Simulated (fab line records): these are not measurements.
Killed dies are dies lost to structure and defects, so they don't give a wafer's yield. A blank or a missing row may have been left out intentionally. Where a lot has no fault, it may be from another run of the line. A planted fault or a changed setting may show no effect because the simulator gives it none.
fab line records	flow n5_finfet
record: lots: 24	wafers: 72	last_day: 19
route steps=1938 shown START@1 FIN_SAQP@97 STI_FIN_REVEAL@187
lots that met no fault: taken from a fault-free run of the same line
start_h: the number of hours between the record's first day and the start of the first shown wafer of the lot	wait_h: hours elapsed since this lot's preceding step	" unchanged from the row above	L1.1+2: several wafers, shown together as one row	- no value, or no start was given	* or withheld: withheld	< > ~ a bound
route shown NAME@n: NAME is a module with steps in the file, n the number in the route of the first one	usual: the fault-free wafers' mean and standard deviation	same: alike in all rows	chamber/n: place in a boat	sites: readings site by site	_std_site: standard deviation of those values	_edge_site: inner sites' mean taken away from outer sites' mean	radius_mm: how far each site lies from the wafer's centre	mask NAME#n: copy n	behind: the last tool/chamber to shape the wafer	hold: why the lot went on hold/how many hours it stayed there/how the hold came to an end	device: the n, p or np transistor that did not switch	end of line: the route-end tests of the same wafers	a step with no rows: only its recipe	killed: not the wafer's yield, but the dies lost to structure and defects at the first sort	map: the dies of a wafer, with x for killed, . for not killed, _ for no die there
set.NAME: the setting that was run; set.NAME@STEP: the one run at that earlier step	model.NAME: the simulator's own value behind a step, which no gauge read
a sample of lots followed through the steps of the route, with each step as a table and each wafer as a row
services: the hour from which a tool's chamber was out of use, counted from the record's first day as start_h (under 0 if before that day), plus the number of hours and why
== steps ==
step: N5_START_INSPECT_01
recipe: inspect_instrument: unpatterned_scan	mode: incoming
usual: raw_defect_count: 6.2/2.8
lot.wafer	tool	chamber	start_h	wait_h	raw_defect_count
L074.1	defect_inspect-01	-	12.03	-	6
L074.4	"	-	"	"	4
L074.6	"	-	"	"	2
L075.2	defect_inspect-02	-	18.03	-	9
L075.4	"	-	"	"	6
L075.5	"	-	"	"	5
L076.2	defect_inspect-01	-	24.03	-	12
L076.3	"	-	"	"	7
L076.5	"	-	"	"	10
L077.1	defect_inspect-02	-	30.03	-	3
L077.2	"	-	"	"	10
L077.4	"	-	"	"	5
L078.1	defect_inspect-02	-	36.03	-	9
L078.2	"	-	"	"	2
L078.4	"	-	"	"	4
L079.1	defect_inspect-01	-	42.03	-	12
L079.4	"	-	"	"	7
L079.6	"	-	"	"	7
L080.2	defect_inspect-02	-	48.03	-	6
L080.3	"	-	"	"	9
L080.4	"	-	"	"	7
L081.3	defect_inspect-01	-	54.04	-	5
L081.4	"	-	"	"	4
L081.6	"	-	"	"	8
L082.3	defect_inspect-02	-	60.04	-	11
L082.4	"	-	"	"	8
L082.6	"	-	"	"	3
L083.2	defect_inspect-01	-	66.03	-	8
L083.5	"	-	"	"	4
L083.6	"	-	"	"	9
L084.1	defect_inspect-01	-	72.03	-	11
L084.3	"	-	"	"	4
L084.5	"	-	"	"	7
L085.2	defect_inspect-02	-	78.03	-	9
L085.4	"	-	"	"	10
L085.6	"	-	"	"	7
L086.1	defect_inspect-01	-	84.03	-	8
L086.2	"	-	"	"	6
L086.3	"	-	"	"	8
L087.1	defect_inspect-02	-	90.03	-	11
L087.2	"	-	"	"	5
L087.5	"	-	"	"	5
L088.1	defect_inspect-02	-	96.03	-	2
L088.4	"	-	"	"	6
L088.5	"	-	"	"	5
L089.1	defect_inspect-01	-	102.03	-	2
L089.4	"	-	"	"	8
L089.6	"	-	"	"	8
L090.1	defect_inspect-02	-	108.03	-	4
L090.5	"	-	"	"	2
L090.6	"	-	"	"	7
L091.1	defect_inspect-01	-	114.03	-	5
L091.2	"	-	"	"	9
L091.4	"	-	"	"	7
L092.2	defect_inspect-01	-	120.03	-	7
L092.4	"	-	"	"	8
L092.5	"	-	"	"	7
L093.2	defect_inspect-02	-	126.03	-	7
L093.4	"	-	"	"	8
L093.6	"	-	"	"	6
L094.4	defect_inspect-01	-	132.04	-	5
L094.5	"	-	"	"	5
L094.6	"	-	"	"	4
L095.1	defect_inspect-01	-	138.03	-	7
L095.3	"	-	"	"	6
L095.6	"	-	"	"	2
L096.1	defect_inspect-02	-	144.03	-	11
L096.3	"	-	"	"	3
L096.4	"	-	"	"	4
L097.1	defect_inspect-01	-	150.03	-	6
L097.3	"	-	"	"	4
L097.6	"	-	"	"	12
step: N5_FIN_SAQP_THK_MEAS_05
usual: thk_nm: 38.0/0.51
lot.wafer	tool	chamber	start_h	wait_h	thk_nm
L074.1	film_metro-02	-	20.92	0.1	37.4
L074.4	"	-	"	"	38.7
L074.6	"	-	"	"	38.9
L075.2	film_metro-01	-	28.65	0.3	38.1
L075.4	"	-	"	"	38.7
L075.5	"	-	"	"	38.6
L076.2	film_metro-02	-	34.26	0.1	37.7
L076.3	"	-	"	"	38.0
L076.5	"	-	"	"	38.0
L077.1	film_metro-02	-	39.72	0.1	37.8
L077.2	"	-	"	"	37.7
L077.4	"	-	"	"	39.1
L078.1	film_metro-01	-	46.55	0.1	37.4
L078.2	"	-	"	"	37.6
L078.4	"	-	"	"	38.2
L079.1	film_metro-01	-	50.83	0.1	37.3
L079.4	"	-	"	"	37.6
L079.6	"	-	"	"	37.5
L080.2	film_metro-02	-	57.80	0.1	36.7
L080.3	"	-	"	"	37.3
L080.4	"	-	"	"	38.1
L081.3	film_metro-01	-	63.26	0.1	37.2
L081.4	"	-	"	"	37.4
L081.6	"	-	"	"	38.0
L082.3	film_metro-02	-	69.27	0.1	37.3
L082.4	"	-	"	"	38.1
L082.6	"	-	"	"	38.3
L083.2	film_metro-01	-	75.16	0.1	37.2
L083.5	"	-	"	"	38.2
L083.6	"	-	"	"	37.8
L084.1	film_metro-02	-	81.64	0.1	38.3
L084.3	"	-	"	"	37.5
L084.5	"	-	"	"	38.9
L085.2	film_metro-01	-	87.54	0.1	37.7
L085.4	"	-	"	"	38.2
L085.6	"	-	"	"	38.3
L086.1	film_metro-01	-	93.29	0.1	38.0
L086.2	"	-	"	"	38.1
L086.3	"	-	"	"	38.1
L087.1	film_metro-02	-	98.77	0.1	38.3
L087.2	"	-	"	"	38.1
L087.5	"	-	"	"	38.3
L088.1	film_metro-02	-	104.64	0.1	37.1
L088.4	"	-	"	"	38.0
L088.5	"	-	"	"	39.1
L089.1	film_metro-01	-	111.36	0.1	37.3
L089.4	"	-	"	"	37.7
L089.6	"	-	"	"	38.1
L090.1	film_metro-02	-	117.01	0.1	37.4
L090.5	"	-	"	"	37.9
L090.6	"	-	"	"	38.2
L091.1	film_metro-02	-	122.54	0.1	37.7
L091.2	"	-	"	"	37.8
L091.4	"	-	"	"	38.7
L092.2	film_metro-02	-	128.56	0.1	37.9
L092.4	"	-	"	"	37.9
L092.5	"	-	"	"	37.9
L093.2	film_metro-01	-	135.20	0.1	38.3
L093.4	"	-	"	"	38.6
L093.6	"	-	"	"	38.6
L094.4	film_metro-01	-	141.50	0.0	37.6
L094.5	"	-	"	"	37.7
L094.6	"	-	"	"	38.4
L095.1	film_metro-01	-	147.99	0.1	37.7
L095.3	"	-	"	"	38.7
L095.6	"	-	"	"	37.9
L096.1	film_metro-02	-	153.19	0.1	37.9
L096.3	"	-	"	"	38.5
L096.4	"	-	"	"	39.0
L097.1	film_metro-01	-	158.88	0.1	37.7
L097.3	"	-	"	"	37.4
L097.6	"	-	"	"	38.8
step: N5_FIN_SAQP_HM_OPEN_73
recipe: chemistry: CHF3/O2	target: SiO2	stop_on: a-Si	target_depth_a: 120	over_etch_frac: 1.8	mask_material: SOC	time_s: 16.8	pressure_mtorr: 30	source_w: 650	bias_w: 170	Ar_flow_sccm: 200	CHF3_flow_sccm: 50	O2_flow_sccm: 5	ion_energy_ev: 200	ends: end_point
usual: drypump_motor_current_A: 5.57/0.29	oes_product_au: 0.47/0.045	rf_vpp_V: 524/10	showerhead_plenum_p_Torr: 2.46/0.06	throttle_valve_pct: 18.9/0.31
lot.wafer	tool	chamber	start_h	wait_h	drypump_motor_current_A	oes_product_au	rf_hours_counter_h	rf_vpp_V	showerhead_plenum_p_Torr	throttle_valve_pct
L074.1	rie_diel-01	2	22.15	0.0	5.68	0.45	177	534	2.50	19.1
L074.4	"	0	"	"	5.73	0.58	-	526	2.56	18.3
L074.6	"	2	"	"	5.68	0.44	-	533	2.50	19.1
L075.2	rie_diel-06	3	29.82	0.0	5.10	0.46	129	498	2.53	19.2
L075.4	"	2	"	"	5.49	0.53	37	532	2.45	18.8
L075.5	"	3	"	"	5.15	0.45	-	499	2.53	19.2
L076.2	rie_diel-01	2	35.48	0.0	5.66	0.43	184	534	2.49	19.1
L076.3	"	0	"	"	5.69	0.57	10	524	2.56	18.3
L076.5	"	0	"	"	5.71	0.57	-	526	2.56	18.3
L077.1	rie_diel-01	1	40.59	0.0	5.46	0.48	127	526	2.51	18.9
L077.2	"	0	"	"	5.70	0.56	12	526	2.56	18.3
L077.4	"	1	"	"	5.47	0.48	-	527	2.51	18.9
L078.1	rie_diel-03	3	47.42	0.0	5.15	0.47	114	520	2.43	18.8
L078.2	"	1	"	"	5.79	0.50	69	539	2.43	18.6
L078.4	"	0	"	"	5.29	0.43	202	527	2.51	19.3
L079.1	rie_diel-06	1	52.11	0.0	5.62	0.44	184	512	2.48	19.2
L079.4	"	3	"	"	5.12	0.45	137	499	2.53	19.2
L079.6	"	3	"	"	5.13	0.45	-	499	2.53	19.2
L080.2	rie_diel-03	3	58.66	0.0	5.14	0.46	119	521	2.42	18.8
L080.3	"	0	"	"	5.26	0.43	206	527	2.51	19.3
L080.4	"	2	"	"	6.27	0.46	159	527	2.40	18.8
L081.3	rie_diel-06	1	64.28	0.0	5.62	0.45	188	511	2.48	19.1
L081.4	"	0	"	"	5.90	0.54	34	514	2.35	18.5
L081.6	"	0	"	"	5.90	0.54	-	513	2.35	18.5
L082.3	rie_diel-03	2	70.13	0.0	6.25	0.45	163	527	2.39	18.8
L082.4	"	0	"	"	5.28	0.43	210	526	2.50	19.4
L082.6	"	0	"	"	5.34	0.43	-	526	2.50	19.3
L083.2	rie_diel-01	2	76.86	0.0	5.68	0.43	197	533	2.49	19.1
L083.5	"	1	"	"	5.48	0.47	-	527	2.51	18.9
L083.6	"	2	"	"	5.65	0.44	-	533	2.49	19.1
L084.1	rie_diel-06	2	82.62	0.0	5.51	0.50	54	532	2.44	18.8
L084.3	"	0	"	"	5.93	0.51	41	512	2.34	18.5
L084.5	"	2	"	"	5.52	0.50	-	533	2.44	18.8
L085.2	rie_diel-03	1	88.53	0.0	5.79	0.49	84	537	2.43	18.6
L085.4	"	2	"	"	6.30	0.45	169	527	2.39	18.8
L085.6	"	3	"	"	5.14	0.45	-	521	2.42	18.8
L086.1	rie_diel-01	1	94.15	0.0	5.48	0.47	145	526	2.51	18.9
L086.2	"	0	"	"	5.75	0.54	30	526	2.55	18.4
L086.3	"	2	"	"	5.69	0.43	202	532	2.49	19.1
L087.1	rie_diel-06	2	99.76	0.0	5.50	0.50	59	531	2.44	18.8
L087.2	"	0	"	"	5.93	0.52	47	513	2.34	18.5
L087.5	"	2	"	"	5.51	0.51	-	532	2.44	18.8
L088.1	rie_diel-03	2	105.64	0.0	6.28	0.43	177	526	2.39	18.8
L088.4	"	0	"	"	5.30	0.42	224	527	2.50	19.4
L088.5	"	0	"	"	5.31	0.42	-	524	2.50	19.4
L089.1	rie_diel-01	1	112.34	0.0	5.47	0.46	151	526	2.50	18.9
L089.4	"	0	"	"	5.74	0.53	-	525	2.55	18.4
L089.6	"	2	"	"	5.67	0.43	-	533	2.48	19.2
L090.1	rie_diel-01	2	118.01	0.0	5.65	0.42	210	533	2.48	19.2
L090.5	"	2	"	"	5.63	0.43	-	534	2.48	19.2
L090.6	"	3	"	"	5.49	0.54	-	525	2.38	18.5
L091.1	rie_diel-01	1	123.52	0.0	5.47	0.46	155	524	2.50	18.9
L091.2	"	3	"	"	5.52	0.55	20	524	2.37	18.5
L091.4	"	2	"	"	5.65	0.43	212	534	2.48	19.2
L092.2	rie_diel-06	1	129.61	0.0	5.66	0.43	211	511	2.47	19.2
L092.4	"	3	"	"	5.12	0.44	161	499	2.52	19.3
L092.5	"	3	"	"	5.10	0.43	-	498	2.52	19.3
L093.2	rie_diel-03	1	136.18	0.0	5.77	0.47	101	538	2.42	18.6
L093.4	"	2	"	"	6.28	0.44	188	528	2.38	18.8
L093.6	"	1	"	"	5.78	0.47	-	539	2.42	18.6
L094.4	rie_diel-03	1	142.43	0.0	5.79	0.47	103	537	2.42	18.6
L094.5	"	3	"	"	5.14	0.45	-	521	2.41	18.8
L094.6	"	2	"	"	6.31	0.44	-	527	2.38	18.8
L095.1	rie_diel-01	0	149.04	0.0	5.76	0.52	47	525	2.54	18.4
L095.3	"	3	"	"	5.49	0.54	29	524	2.37	18.5
L095.6	"	1	"	"	5.48	0.46	-	527	2.50	19.0
L096.1	rie_diel-06	1	154.18	0.0	5.66	0.43	220	513	2.47	19.2
L096.3	"	3	"	"	5.14	0.44	172	499	2.51	19.3
L096.4	"	1	"	"	5.63	0.43	-	511	2.47	19.2
L097.1	rie_diel-01	2	160.06	0.0	5.65	0.42	225	533	2.48	19.2
L097.3	"	1	"	"	5.47	0.45	169	527	2.50	19.0
L097.6	"	0	"	"	5.73	0.51	-	525	2.54	18.4
step: N5_FIN_SAQP_CD_MEAS_27
recipe: target_cd_nm: 20	landing_energy_ev: 1000	detector: se_inlens	polarity: line
usual: cd_nm: 20.29/0.23
lot.wafer	tool	chamber	start_h	wait_h	cd_nm
L074.1	cd_sem-01	0	24.53	0.1	20.33
L074.4	"	0	"	"	20.13
L074.6	"	0	"	"	20.29
L075.2	cd_sem-01	0	31.98	0.1	20.18
L075.4	"	0	"	"	20.65
L075.5	"	0	"	"	20.15
L076.2	cd_sem-01	0	37.32	0.1	20.25
L076.3	"	0	"	"	20.42
L076.5	"	0	"	"	20.24
L077.1	cd_sem-02	0	42.39	0.1	20.28
L077.2	"	0	"	"	20.41
L077.4	"	0	"	"	20.82
L078.1	cd_sem-01	0	49.26	0.1	20.06
L078.2	"	0	"	"	20.80
L078.4	"	0	"	"	20.36
L079.1	cd_sem-01	0	53.91	0.1	20.54
L079.4	"	0	"	"	20.06
L079.6	"	0	"	"	20.50
L080.2	cd_sem-01	0	60.48	0.1	20.35
L080.3	"	0	"	"	20.40
L080.4	"	0	"	"	19.98
L081.3	cd_sem-01	0	66.16	0.1	20.62
L081.4	"	0	"	"	20.47
L081.6	"	0	"	"	20.09
L082.3	cd_sem-03	0	73.29	0.1	20.21
L082.4	"	0	"	"	20.64
L082.6	"	0	"	"	20.06
L083.2	cd_sem-01	0	78.89	0.1	20.19
L083.5	"	0	"	"	20.61
L083.6	"	0	"	"	20.07
L084.1	cd_sem-01	0	84.63	0.1	20.07
L084.3	"	0	"	"	19.89
L084.5	"	0	"	"	19.93
L085.2	cd_sem-03	0	90.44	0.1	20.13
L085.4	"	0	"	"	20.52
L085.6	"	0	"	"	20.21
L086.1	cd_sem-03	0	96.07	0.1	20.53
L086.2	"	0	"	"	20.87
L086.3	"	0	"	"	20.29
L087.1	cd_sem-02	0	101.64	0.1	20.10
L087.2	"	0	"	"	20.01
L087.5	"	0	"	"	20.39
L088.1	cd_sem-01	0	107.46	0.1	20.07
L088.4	"	0	"	"	20.15
L088.5	"	0	"	"	20.10
L089.1	cd_sem-02	0	114.15	0.1	20.57
L089.4	"	0	"	"	20.22
L089.6	"	0	"	"	20.14
L090.1	cd_sem-03	0	119.82	0.1	19.99
L090.5	"	0	"	"	20.34
L090.6	"	0	"	"	20.58
L091.1	cd_sem-03	0	125.58	0.1	19.80
L091.2	"	0	"	"	20.08
L091.4	"	0	"	"	19.81
L092.2	cd_sem-01	0	131.58	0.1	20.19
L092.4	"	0	"	"	20.06
L092.5	"	0	"	"	20.18
L093.2	cd_sem-01	0	138.14	0.1	20.37
L093.4	"	0	"	"	20.28
L093.6	"	0	"	"	20.09
L094.4	cd_sem-02	0	144.40	0.1	20.62
L094.5	"	0	"	"	20.36
L094.6	"	0	"	"	20.76
L095.1	cd_sem-02	0	151.24	0.1	20.32
L095.3	"	0	"	"	20.48
L095.6	"	0	"	"	20.03
L096.1	cd_sem-03	0	156.15	0.1	20.36
L096.3	"	0	"	"	20.01
L096.4	"	0	"	"	19.92
L097.1	cd_sem-03	0	162.09	0.1	20.22
L097.3	"	0	"	"	20.54
L097.6	"	0	"	"	20.18
step: N5_FIN_SAQP_MANDREL2_REMOVE_60
recipe: chemistry: HBr/Cl2/O2	bt_time_s: 10	target: a-Si	stop_on: SiNx	endpoint: OES-SiCl	over_etch_frac: 1	icp_w: 600	bias_w: 22	HBr_flow_sccm: 150	Cl2_flow_sccm: 80	O2_flow_sccm: 5	pressure_mtorr: 10
usual: drypump_motor_current_A: 5.5/0.45	oes_product_au: 1.006/0.018	throttle_valve_pct: 36.9/0.31
same: bt_time_s: 10
lot.wafer	tool	chamber	start_h	wait_h	drypump_motor_current_A	oes_product_au	rf_hours_counter_h	throttle_valve_pct
L074.1	rie_si-03	2	27.93	0.1	5.8	0.995	7	36.8
L074.4	"	1	"	"	5.1	1.021	1	36.3
L074.6	"	1	"	"	5.1	1.028	-	36.3
L075.2	rie_si-03	0	34.36	0.1	6.2	0.984	17	37.4
L075.4	"	3	"	"	5.2	0.989	178	37.2
L075.5	"	3	"	"	5.2	0.983	-	37.2
L076.2	rie_si-02	3	38.88	0.1	5.4	1.012	37	37.2
L076.3	"	0	"	"	4.8	1.027	64	36.7
L076.5	"	1	"	"	5.6	0.995	-	36.7
L077.1	rie_si-05	2	43.83	0.1	5.8	1.009	113	37.0
L077.2	"	1	"	"	4.7	1.010	71	37.1
L077.4	"	2	"	"	5.8	1.002	-	37.0
L078.1	rie_si-05	3	50.74	0.1	5.2	1.006	100	36.6
L078.2	"	1	"	"	4.7	1.019	71	37.1
L078.4	"	2	"	"	5.8	0.996	113	37.0
L079.1	rie_si-05	3	55.40	0.1	5.2	0.999	100	36.6
L079.4	"	1	"	"	4.7	1.015	71	37.1
L079.6	"	1	"	"	4.7	1.014	-	37.1
L080.2	rie_si-02	3	62.12	0.1	5.5	1.015	37	37.2
L080.3	"	0	"	"	4.8	1.012	65	36.7
L080.4	"	2	"	"	5.8	1.030	41	36.7
L081.3	rie_si-03	0	67.61	0.1	6.2	0.976	18	37.4
L081.4	"	3	"	"	5.2	0.988	179	37.2
L081.6	"	2	"	"	5.8	1.007	-	36.8
L082.3	rie_si-05	2	74.74	0.1	5.8	1.005	114	37.0
L082.4	"	1	"	"	4.7	1.006	71	37.1
L082.6	"	3	"	"	5.2	1.008	-	36.6
L083.2	rie_si-03	0	80.57	0.1	6.2	0.976	18	37.4
L083.5	"	2	"	"	5.8	1.013	-	36.8
L083.6	"	1	"	"	5.1	1.027	-	36.4
L084.1	rie_si-03	2	86.08	0.1	5.8	1.003	9	36.8
L084.3	"	1	"	"	5.1	1.020	2	36.4
L084.5	"	2	"	"	5.8	1.015	-	36.8
L085.2	rie_si-05	2	92.01	0.1	5.8	1.002	114	37.0
L085.4	"	1	"	"	4.7	1.010	71	37.1
L085.6	"	2	"	"	5.8	1.005	-	37.0
L086.1	rie_si-05	0	97.76	0.1	6.0	1.002	117	36.8
L086.2	"	2	"	"	5.8	1.006	114	37.0
L086.3	"	3	"	"	5.2	1.005	101	36.6
L087.1	rie_si-05	2	103.33	0.1	5.8	1.008	114	37.0
L087.2	"	0	"	"	6.0	1.005	117	36.8
L087.5	"	2	"	"	5.8	0.994	-	37.0
L088.1	rie_si-03	2	108.89	0.1	5.8	1.016	9	36.8
L088.4	"	0	"	"	6.2	0.980	19	37.4
L088.5	"	1	"	"	5.1	1.033	-	36.4
L089.1	rie_si-02	3	115.72	0.1	5.4	1.018	38	37.2
L089.4	"	1	"	"	5.6	1.000	75	36.7
L089.6	"	1	"	"	5.6	1.003	-	36.7
L090.1	rie_si-05	3	121.25	0.1	5.2	0.996	102	36.7
L090.5	"	3	"	"	5.2	1.000	-	36.6
L090.6	"	0	"	"	5.9	0.999	-	36.8
L091.1	rie_si-03	1	127.09	0.1	5.1	1.035	3	36.4
L091.2	"	0	"	"	6.2	0.985	19	37.4
L091.4	"	3	"	"	5.2	0.995	180	37.2
L092.2	rie_si-03	2	133.08	0.1	5.8	1.007	10	36.8
L092.4	"	0	"	"	6.2	0.977	19	37.4
L092.5	"	2	"	"	5.8	1.012	-	36.8
L093.2	rie_si-03	3	139.76	0.1	5.2	0.979	180	37.2
L093.4	"	2	"	"	5.8	1.008	10	36.8
L093.6	"	0	"	"	6.2	0.979	-	37.4
L094.4	rie_si-03	2	146.69	0.0	5.8	1.004	10	36.8
L094.5	"	2	"	"	5.8	0.998	-	36.8
L094.6	"	1	"	"	5.1	1.033	-	36.4
L095.1	rie_si-03	0	152.67	0.1	6.2	0.990	19	37.4
L095.3	"	3	"	"	5.2	0.996	180	37.2
L095.6	"	2	"	"	5.8	1.022	-	36.8
L096.1	rie_si-03	2	158.26	0.1	5.8	1.016	10	36.8
L096.3	"	3	"	"	5.2	0.991	181	37.2
L096.4	"	0	"	"	6.2	0.977	20	37.4
L097.1	rie_si-03	3	163.52	0.1	5.2	1.004	181	37.2
L097.3	"	1	"	"	5.1	1.042	4	36.4
L097.6	"	3	"	"	5.2	0.997	-	37.2
step: N5_STI_FIN_REVEAL_CMP_04
recipe: stop_on: Si3N4	t_overpolish_s: 4	down_force_psi: 2	platen_rpm: 54.18	post_cmp_clean: alkaline_brush	pad_velocity_m_s: 1.078	target_thk_nm: 131.83
usual: motor_current_A: 8.4/1.2	overpolish_run_s: 3.999/0.009	pad_life_wafers: 1203/590	time_to_endpoint_s: 104/5.9
lot.wafer	tool	chamber	start_h	wait_h	motor_current_A	overpolish_run_s	pad_life_wafers	time_to_endpoint_s
L074.4	cmp-04	3	35.48	0.0	10.6	3.996	1152	109
L074.1	"	0	"	"	8.1	4.006	1153	103
L074.6	"	3	"	"	10.7	4.006	-	101
L075.2	cmp-02	3	41.87	0.0	8.9	3.992	762	101
L075.4	"	2	"	"	9.0	4.001	765	101
L075.5	"	0	"	"	6.9	3.984	-	101
L076.2	cmp-04	3	46.81	0.0	10.5	3.991	1236	100
L076.3	"	2	"	"	8.5	3.989	1239	99
L076.5	"	0	"	"	8.4	3.992	-	102
L077.1	cmp-02	0	51.88	0.1	7.0	3.993	859	105
L077.4	"	1	"	"	10.5	4.009	860	101
L077.2	"	2	"	"	9.1	4.005	861	102
L078.4	cmp-02	0	58.31	0.0	7.0	4.005	912	105
L078.1	"	2	"	"	9.3	3.995	914	102
L078.2	"	3	"	"	9.5	3.981	915	105
L079.4	cmp-01	0	62.88	0.0	7.7	4.017	96	97
L079.1	"	1	"	"	6.8	3.978	97	97
L079.6	"	1	"	"	6.7	3.992	-	94
L080.2	cmp-04	1	70.05	0.0	7.5	4.004	1428	103
L080.4	"	2	"	"	8.3	4.006	1429	104
L080.3	"	0	"	"	8.5	4.009	1431	107
L081.3	cmp-01	0	74.88	0.1	7.9	4.008	235	99
L081.4	"	2	"	"	8.7	4.004	237	97
L081.6	"	3	"	"	8.5	3.983	-	94
L082.4	cmp-04	3	82.11	0.1	10.8	4.006	1536	116
L082.3	"	2	"	"	8.9	3.991	1539	108
L082.6	"	3	"	"	10.4	4.004	-	113
L083.2	cmp-04	1	89.15	0.1	8.0	4.002	1592	109
L083.6	"	3	"	"	10.8	3.999	-	109
L083.5	"	0	"	"	8.3	4.002	-	109
L084.3	cmp-01	0	94.50	0.2	7.9	4.005	396	103
L084.1	"	2	"	"	8.7	4.004	398	105
L084.5	"	1	"	"	7.1	4.004	-	100
L085.4	cmp-01	0	99.23	0.0	7.9	4.009	408	99
L085.2	"	3	"	"	8.0	3.998	411	94
L085.6	"	1	"	"	6.5	4.007	-	93
L086.3	cmp-04	1	105.54	0.1	7.6	4.003	1711	106
L086.2	"	2	"	"	8.8	4.015	1712	104
L086.1	"	3	"	"	10.5	3.977	1713	113
L087.2	cmp-04	1	110.50	0.0	7.5	4.002	1746	107
L087.1	"	3	"	"	10.1	3.992	1748	110
L087.5	"	1	"	"	7.9	3.999	-	109
L088.4	cmp-02	3	116.20	0.0	9.1	4.002	1416	103
L088.1	"	0	"	"	6.9	4.006	1417	101
L088.5	"	0	"	"	6.8	4.003	-	102
L089.4	cmp-01	1	123.17	0.1	6.5	3.993	595	98
L089.1	"	2	"	"	8.9	4.006	596	100
L089.6	"	1	"	"	6.8	3.992	-	97
L090.1	cmp-04	3	128.67	0.1	10.3	4.021	1887	115
L090.5	"	0	"	"	8.2	4.002	-	115
L090.6	"	1	"	"	7.8	3.991	-	114
L091.1	cmp-01	0	134.39	0.0	7.8	3.995	666	102
L091.2	"	2	"	"	8.4	4.006	668	99
L091.4	"	3	"	"	7.6	4.015	669	96
L092.2	cmp-02	0	140.42	0.1	6.7	4.005	1597	104
L092.4	"	2	"	"	9.0	4.009	1599	101
L092.5	"	0	"	"	6.7	4.006	-	107
L093.4	cmp-04	1	147.16	0.0	7.5	4.004	2010	109
L093.2	"	2	"	"	8.3	4.009	2011	113
L093.6	"	1	"	"	7.4	4.007	-	111
L094.4	cmp-01	1	154.26	0.1	6.9	3.989	837	95
L094.6	"	2	"	"	8.3	3.998	-	102
L094.5	"	3	"	"	7.7	3.989	-	100
L095.1	cmp-02	1	159.93	0.1	9.8	3.990	1771	101
L095.3	"	2	"	"	9.3	3.986	1772	103
L095.6	"	0	"	"	6.8	4.019	-	101
L096.1	cmp-02	2	165.45	0.1	9.3	4.009	1807	99
L096.3	"	3	"	"	9.2	4.007	1808	103
L096.4	"	0	"	"	6.8	3.985	1809	104
L097.3	cmp-04	2	171.43	0.1	8.5	4.002	2197	115
L097.1	"	0	"	"	8.3	3.996	2199	112
L097.6	"	2	"	"	8.8	4.002	-	111
== services ==
tool	chamber	start_h	hours	kind
cmp-04	-	3.86	0.6	repair
rie_diel-06	-	10.35	1.0	repair
rie_diel-01	1	18.87	14.0	repair
rie_diel-03	-	32.33	1.6	repair
rie_diel-01	3	33.81	-	clean
rie_diel-01	3	33.81	-	consumable_replace:focus_ring
rie_diel-01	3	33.81	18.1	scheduled_down
rie_si-05	3	35.56	8.3	repair
cmp-01	-	48.27	4.0	pm
rie_si-03	3	58.52	6.6	repair
cmp-02	-	62.94	1.5	repair
rie_si-02	3	67.78	4.5	repair
cmp-02	-	80.54	0.3	repair
rie_diel-01	2	87.98	4.9	repair
cmp-01	-	95.58	2.7	repair
rie_si-02	1	100.25	3.1	repair
rie_diel-01	3	105.08	9.1	repair
rie_diel-01	0	113.19	5.2	repair
rie_diel-06	2	113.32	8.0	repair
cmp-02	-	135.10	3.0	pm
cmp-04	-	135.93	2.8	repair
rie_diel-06	2	144.85	12.2	repair
rie_si-02	3	166.33	30.2	repair
rie_diel-03	0	170.10	5.9	repair
== key ==
fault none
